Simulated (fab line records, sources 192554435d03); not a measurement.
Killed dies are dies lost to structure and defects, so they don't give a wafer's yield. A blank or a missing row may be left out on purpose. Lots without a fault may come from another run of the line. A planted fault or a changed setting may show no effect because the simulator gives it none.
Chamber matching | flow n5_finfet | N5_BEOL_M6_ALD_77 on ald_metal-04: 4 sister chambers
The step deposits TaN, target thk 2 nm, pulse time 2 s, purge time 3 s. 7 wafers are shown with their chamber, then 9 later ones without.

WAFERS WITH THEIR CHAMBER
wafer  | chamber | heater_power_w (W) | chamber_pressure_Torr (Torr)
L078.3 | 1       | 460                | 3.004
L078.4 | 2       | 378                | 2.997
L080.5 | 3       | 421                | 3.002
L083.5 | 3       | 424                | 3.002
L087.3 | 2       | 362                | 2.991
L087.4 | 0       | 381                | 2.991
L087.6 | 0       | 385                | 3.012

WAFERS WITHOUT THEIR CHAMBER
wafer  | heater_power_w (W) | chamber_pressure_Torr (Torr)
L089.1 | 411                | 2.991
L089.2 | 460                | 2.999
L089.4 | 369                | 2.995
L088.1 | 379                | 2.990
L088.2 | 467                | 3.002
L088.6 | 370                | 3.006
L094.1 | 424                | 3.001
L094.4 | 363                | 3.003
L094.6 | 383                | 3.004

WHICH CHAMBER EACH WENT THROUGH
wafer  | from the rows above     | in truth
L089.1 | 3                       | 3
L089.2 | 1                       | 1
L089.4 | can't be placed: 2 or 0 | 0
L088.1 | can't be placed: 2 or 0 | 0
L088.2 | 1                       | 1
L088.6 | can't be placed: 2 or 0 | 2
L094.1 | 3                       | 3
L094.4 | can't be placed: 2 or 0 | 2
L094.6 | can't be placed: 0 or 2 | 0
Placed correctly: 4 of 9. Can't be placed from these rows: 5 (the true chamber is among the candidates in 5). Placed wrongly: 0.
How it was worked out, from the rows above alone: a wafer's distance from a chamber is the root of the sum, over the readings, of the square of ((its reading less the chamber's mean) divided by the reading's scatter). The wafer belongs to the nearest chamber; if the next one is less than 2 further off, it can't be placed. A chamber's mean is the mean of its shown wafers. The scatter: the root of (the sum of the squares of (reading less its chamber's mean) over the shown wafers, divided by (wafers less chambers)).
